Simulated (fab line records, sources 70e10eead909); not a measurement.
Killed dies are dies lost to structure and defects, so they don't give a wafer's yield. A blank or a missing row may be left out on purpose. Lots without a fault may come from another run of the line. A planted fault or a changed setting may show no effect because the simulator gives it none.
Chamber matching | flow nand_harc | NHARC_A_CONTACT_ETCH_75 on rie_diel-04: 4 sister chambers
The step etches the open film in CF4, target depth 39 nm, time 65 s. 4 wafers are shown with their chamber, then 11 later ones without.

WAFERS WITH THEIR CHAMBER
wafer  | chamber | showerhead_plenum_p_Torr (Torr)
L083.2 | 0       | 1.83
L080.2 | 2       | 1.69
L080.4 | 3       | 1.85
L084.1 | 1       | 1.77

WAFERS WITHOUT THEIR CHAMBER
wafer  | showerhead_plenum_p_Torr (Torr)
L084.2 | 1.69
L084.4 | 1.83
L085.1 | 1.69
L085.3 | 1.85
L085.6 | 1.85
L093.1 | 1.85
L093.4 | 1.76
L093.5 | 1.83
L096.1 | 1.76
L096.5 | 1.83
L096.6 | 1.76

WHICH CHAMBER EACH WENT THROUGH
wafer  | from the rows above | in truth
L084.2 | 2                   | 2
L084.4 | 0                   | 0
L085.1 | 2                   | 2
L085.3 | 3                   | 3
L085.6 | 3                   | 3
L093.1 | 3                   | 3
L093.4 | 1                   | 1
L093.5 | 0                   | 0
L096.1 | 1                   | 1
L096.5 | 0                   | 0
L096.6 | 1                   | 1
Placed correctly: 11 of 11. Can't be placed from these rows: 0. Placed wrongly: 0.
How it was worked out, from the rows above alone: a wafer's distance from a chamber is the root of the sum, over the readings, of the square of ((its reading less the chamber's mean) divided by the reading's scatter). The wafer belongs to the nearest chamber; if the next one is less than 2 further off, it can't be placed. A chamber's mean is the mean of its shown wafers. The scatter: with one shown wafer a chamber, the root of the mean of the squares of how far each hidden wafer lies from its nearest shown one.
